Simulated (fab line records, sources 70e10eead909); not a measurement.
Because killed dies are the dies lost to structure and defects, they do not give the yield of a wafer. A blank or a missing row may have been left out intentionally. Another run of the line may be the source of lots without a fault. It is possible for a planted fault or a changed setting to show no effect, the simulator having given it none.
Which tool did it? || flow nand harc || 13 lots, 39 wafers sampled, at 5 steps of a route of 1159

## WHAT THE GAUGES SHOWED, per wafer
NHARC_A_BONDPAD_CD_MEAS_13.
{"lot": "L338", "measured": "day 18 09:22", "on": "cd sem-01", "cd nm (nm)": "504.2 502.9 501.1"}
{"lot": "L340", "measured": "day 18 10:01", "on": "cd sem-03", "cd nm (nm)": "499.1 497.4 497.4"}
{"lot": "L337", "measured": "day 18 14:07", "on": "cd sem-01", "cd nm (nm)": "498.6 501.8 502.6"}
{"lot": "L339", "measured": "day 18 13:41", "on": "cd sem-01", "cd nm (nm)": "502.7 498.5 501.0"}
{"lot": "L342", "measured": "day 19 07:28", "on": "cd sem-03", "cd nm (nm)": "498.3 500.7 501.5"}
{"lot": "L341", "measured": "day 19 13:31", "on": "cd sem-02", "cd nm (nm)": "503.2 501.9 501.3"}
{"lot": "L344", "measured": "day 19 17:28", "on": "cd sem-02", "cd nm (nm)": "502.3 499.6 502.2"}
{"lot": "L343", "measured": "day 20 07:37", "on": "cd sem-02", "cd nm (nm)": "499.0 502.7 503.4"}
{"lot": "L348", "measured": "day 21 03:22", "on": "cd sem-02", "cd nm (nm)": "500.9 502.7 501.2"}
{"lot": "L346", "measured": "day 21 04:04", "on": "cd sem-02", "cd nm (nm)": "500.0 501.7 500.1"}
{"lot": "L350", "measured": "day 21 17:11", "on": "cd sem-01", "cd nm (nm)": "498.5 499.9 497.9"}
{"lot": "L353", "measured": "day 23 03:02", "on": "cd sem-02", "cd nm (nm)": "498.9 501.7 500.6"}
{"lot": "L356", "measured": "day 23 07:31", "on": "cd sem-02", "cd nm (nm)": "500.3 500.2 500.1"}

NHARC_END_SORT_01.
{"lot": "L353", "measured": "day 24 16:02", "on": "prober-02", "killed at array": "86 102 37", "killed at other": "1 0 0", "killed at periphery": "3 2 6", "killed dies": "90 104 43", "killed open": "2 3 3", "killed short": "2 1 0"}
{"lot": "L356", "measured": "day 24 23:00", "on": "prober-02", "killed at array": "39 103 104", "killed at other": "0 1 1", "killed at periphery": "5 5 3", "killed dies": "44 109 108", "killed open": "2 3 1", "killed short": "1 1 0"}

## WHICH TOOL RAN EACH LOT (tool, then ch and the chambers of the sampled wafers, then the start)
{"lot": "L338", "NHARC_A_CONTACT_ETCH_120": "har cap etch-02 ch 0,1, day 16 19:23", "NHARC_A_M1_ANNEAL_31": "rtp anneal-02 ch 0, day 18 05:22", "NHARC_A_BONDPAD_DESCUM_11": "rie diel-06 ch 1,2, day 18 09:01"}
{"lot": "L340", "NHARC_A_CONTACT_ETCH_120": "har cap etch-02 ch 0,1, day 16 21:19", "NHARC_A_M1_ANNEAL_31": "rtp anneal-01 ch 0, day 18 05:49", "NHARC_A_BONDPAD_DESCUM_11": "rie diel-03 ch 0,2,3, day 18 09:41"}
{"lot": "L337", "NHARC_A_CONTACT_ETCH_120": "har cap etch-03 ch 0,1, day 17 01:37", "NHARC_A_M1_ANNEAL_31": "rtp anneal-01 ch 0, day 18 10:44", "NHARC_A_BONDPAD_DESCUM_11": "rie diel-03 ch 1,2,3, day 18 13:44"}
{"lot": "L339", "NHARC_A_CONTACT_ETCH_120": "har cap etch-01 ch 0,1, day 17 03:07", "NHARC_A_M1_ANNEAL_31": "rtp anneal-01 ch 0, day 18 10:25", "NHARC_A_BONDPAD_DESCUM_11": "rie diel-03 ch 2,3, day 18 13:23"}
{"lot": "L342", "NHARC_A_CONTACT_ETCH_120": "har cap etch-03 ch 0,1, day 17 21:12", "NHARC_A_M1_ANNEAL_31": "rtp anneal-02 ch 0, day 19 04:15", "NHARC_A_BONDPAD_DESCUM_11": "rie diel-06 ch 0,2,3, day 19 07:08"}
{"lot": "L341", "NHARC_A_CONTACT_ETCH_120": "har cap etch-02 ch 0,1, day 18 04:57", "NHARC_A_M1_ANNEAL_31": "rtp anneal-02 ch 0, day 19 10:22", "NHARC_A_BONDPAD_DESCUM_11": "rie diel-03 ch 0,1,2, day 19 13:12"}
{"lot": "L344", "NHARC_A_CONTACT_ETCH_120": "har cap etch-03 ch 0,1, day 18 06:34", "NHARC_A_M1_ANNEAL_31": "rtp anneal-01 ch 0, day 19 14:12", "NHARC_A_BONDPAD_DESCUM_11": "rie diel-03 ch 0,1,3, day 19 17:09"}
{"lot": "L343", "NHARC_A_CONTACT_ETCH_120": "har cap etch-03 ch 0,1, day 18 21:59", "NHARC_A_M1_ANNEAL_31": "rtp anneal-02 ch 0, day 20 04:19", "NHARC_A_BONDPAD_DESCUM_11": "rie diel-06 ch 0,2, day 20 07:17"}
{"lot": "L348", "NHARC_A_CONTACT_ETCH_120": "har cap etch-03 ch 0,1, day 19 14:19", "NHARC_A_M1_ANNEAL_31": "rtp anneal-02 ch 0, day 21 00:22", "NHARC_A_BONDPAD_DESCUM_11": "rie diel-03 ch 1,2,3, day 21 03:04"}
{"lot": "L346", "NHARC_A_CONTACT_ETCH_120": "har cap etch-02 ch 0,1, day 19 18:46", "NHARC_A_M1_ANNEAL_31": "rtp anneal-02 ch 0, day 21 00:45", "NHARC_A_BONDPAD_DESCUM_11": "rie diel-05 ch 0,1,3, day 21 03:45"}
{"lot": "L350", "NHARC_A_CONTACT_ETCH_120": "har cap etch-02 ch 0,1, day 20 01:10", "NHARC_A_M1_ANNEAL_31": "rtp anneal-01 ch 0, day 21 14:00", "NHARC_A_BONDPAD_DESCUM_11": "rie diel-06 ch 0,1,3, day 21 16:52"}
{"lot": "L353", "NHARC_A_CONTACT_ETCH_120": "har cap etch-03 ch 0,1, day 21 18:41", "NHARC_A_M1_ANNEAL_31": "rtp anneal-02 ch 0, day 22 23:39", "NHARC_A_BONDPAD_DESCUM_11": "rie diel-06 ch 1,2,3, day 23 02:43"}
{"lot": "L356", "NHARC_A_CONTACT_ETCH_120": "har cap etch-03 ch 0,1, day 21 22:13", "NHARC_A_M1_ANNEAL_31": "rtp anneal-01 ch 0, day 23 04:14", "NHARC_A_BONDPAD_DESCUM_11": "rie diel-03 ch 0,2,3, day 23 07:11"}
- NHARC_A_CONTACT_ETCH_120: etches the open film in C4F8/O2/Ar, time 94 s, target depth 922 nm.
- NHARC_A_M1_ANNEAL_31: time 90 s.
- NHARC_A_BONDPAD_DESCUM_11: chemistry O2, time 3 s.

## AS READ BY THE TOOLS THEMSELVES (means over the sampled wafers that have a number; for cases with no such wafer, the mark the record gives instead)
NHARC_A_M1_ANNEAL_31.
{"lot": "L338", "tool": "rtp anneal-02", "wafer_temp_C_max": 226.6}
{"lot": "L340", "tool": "rtp anneal-01", "wafer_temp_C_max": 226.0}
{"lot": "L337", "tool": "rtp anneal-01", "wafer_temp_C_max": 226.2}
{"lot": "L339", "tool": "rtp anneal-01", "wafer_temp_C_max": 226.0}
{"lot": "L342", "tool": "rtp anneal-02", "wafer_temp_C_max": 226.5}
{"lot": "L341", "tool": "rtp anneal-02", "wafer_temp_C_max": 226.6}
{"lot": "L344", "tool": "rtp anneal-01", "wafer_temp_C_max": 226.3}
{"lot": "L343", "tool": "rtp anneal-02", "wafer_temp_C_max": 226.3}
{"lot": "L348", "tool": "rtp anneal-02", "wafer_temp_C_max": 226.5}
{"lot": "L346", "tool": "rtp anneal-02", "wafer_temp_C_max": 226.3}
{"lot": "L350", "tool": "rtp anneal-01", "wafer_temp_C_max": 225.9}
{"lot": "L353", "tool": "rtp anneal-02", "wafer_temp_C_max": 226.5}
{"lot": "L356", "tool": "rtp anneal-01", "wafer_temp_C_max": 226.0}

NHARC_A_BONDPAD_DESCUM_11.
{"lot": "L338", "tool": "rie diel-06", "drypump motor current A (A)": 5.2, "mfc ar sccm (sccm)": 0.002, "oes product au (a.u.)": 0.999, "rf vpp V (V)": 57.0, "showerhead plenum p Torr (Torr)": 1.79, "throttle valve pct (%)": 11.309}
{"lot": "L340", "tool": "rie diel-03", "drypump motor current A (A)": 5.5, "mfc ar sccm (sccm)": 0.013, "oes product au (a.u.)": 0.993, "rf vpp V (V)": 57.7, "showerhead plenum p Torr (Torr)": 2.01, "throttle valve pct (%)": 11.311}
{"lot": "L337", "tool": "rie diel-03", "drypump motor current A (A)": 5.8, "mfc ar sccm (sccm)": 0.010, "oes product au (a.u.)": 0.997, "rf vpp V (V)": 58.8, "showerhead plenum p Torr (Torr)": 1.96, "throttle valve pct (%)": 11.311}
{"lot": "L339", "tool": "rie diel-03", "drypump motor current A (A)": 5.4, "mfc ar sccm (sccm)": 0.010, "oes product au (a.u.)": 1.002, "rf vpp V (V)": 58.9, "showerhead plenum p Torr (Torr)": 2.06, "throttle valve pct (%)": 11.313}
{"lot": "L342", "tool": "rie diel-06", "drypump motor current A (A)": 5.8, "mfc ar sccm (sccm)": 0.017, "oes product au (a.u.)": 0.995, "rf vpp V (V)": 58.7, "showerhead plenum p Torr (Torr)": 1.89, "throttle valve pct (%)": 11.310}
{"lot": "L341", "tool": "rie diel-03", "drypump motor current A (A)": 5.9, "mfc ar sccm (sccm)": 0.013, "oes product au (a.u.)": 0.983, "rf vpp V (V)": 58.0, "showerhead plenum p Torr (Torr)": 1.91, "throttle valve pct (%)": 11.309}
{"lot": "L344", "tool": "rie diel-03", "drypump motor current A (A)": 5.7, "mfc ar sccm (sccm)": 0.003, "oes product au (a.u.)": 0.986, "rf vpp V (V)": 57.4, "showerhead plenum p Torr (Torr)": 1.92, "throttle valve pct (%)": 11.310}
{"lot": "L343", "tool": "rie diel-06", "drypump motor current A (A)": 5.9, "mfc ar sccm (sccm)": 0.009, "oes product au (a.u.)": 0.996, "rf vpp V (V)": 57.9, "showerhead plenum p Torr (Torr)": 1.82, "throttle valve pct (%)": 11.315}
{"lot": "L348", "tool": "rie diel-03", "drypump motor current A (A)": 5.8, "mfc ar sccm (sccm)": 0.010, "oes product au (a.u.)": 0.992, "rf vpp V (V)": 58.3, "showerhead plenum p Torr (Torr)": 1.96, "throttle valve pct (%)": 11.304}
{"lot": "L346", "tool": "rie diel-05", "drypump motor current A (A)": 5.7, "mfc ar sccm (sccm)": 0.006, "oes product au (a.u.)": 1.004, "rf vpp V (V)": 58.0, "showerhead plenum p Torr (Torr)": 1.88, "throttle valve pct (%)": 11.313}
{"lot": "L350", "tool": "rie diel-06", "drypump motor current A (A)": 5.4, "mfc ar sccm (sccm)": 0.014, "oes product au (a.u.)": 0.996, "rf vpp V (V)": 57.7, "showerhead plenum p Torr (Torr)": 1.89, "throttle valve pct (%)": 11.310}
{"lot": "L353", "tool": "rie diel-06", "drypump motor current A (A)": 5.5, "mfc ar sccm (sccm)": 0.013, "oes product au (a.u.)": 0.996, "rf vpp V (V)": 57.1, "showerhead plenum p Torr (Torr)": 1.85, "throttle valve pct (%)": 11.310}
{"lot": "L356", "tool": "rie diel-03", "drypump motor current A (A)": 5.5, "mfc ar sccm (sccm)": 0.013, "oes product au (a.u.)": 0.996, "rf vpp V (V)": 58.9, "showerhead plenum p Torr (Torr)": 2.00, "throttle valve pct (%)": 11.320}

## THE ANSWER, worked out from the rows above alone
Rule: the usual values come from the lots themselves. Put in order of their means at a reading, lots are off if they are a third of the lots or fewer, leave a main group of 4 or more, and stand apart from it by a gap of 3 or more times the standard deviation of the main group's means; of several such gaps the widest counts. The tables above print the reading to a certain number of digits; a main group whose means all agree to those digits is not used. Also off: a lot with no number at a reading for which 4 or more lots have one. Where the step has rows for the other lots, those lots are counted as sound. The gauges are gone through in route order, then the tools' own readings, and for those a lot's mean is taken as printed above. At the first step where some lot is off, the reading lying furthest off is the one used; lots without a number count as furthest.
No lot is off on any of the readings shown, so nothing can be concluded from this.

## WHAT THE SIMULATOR HAD INSERTED
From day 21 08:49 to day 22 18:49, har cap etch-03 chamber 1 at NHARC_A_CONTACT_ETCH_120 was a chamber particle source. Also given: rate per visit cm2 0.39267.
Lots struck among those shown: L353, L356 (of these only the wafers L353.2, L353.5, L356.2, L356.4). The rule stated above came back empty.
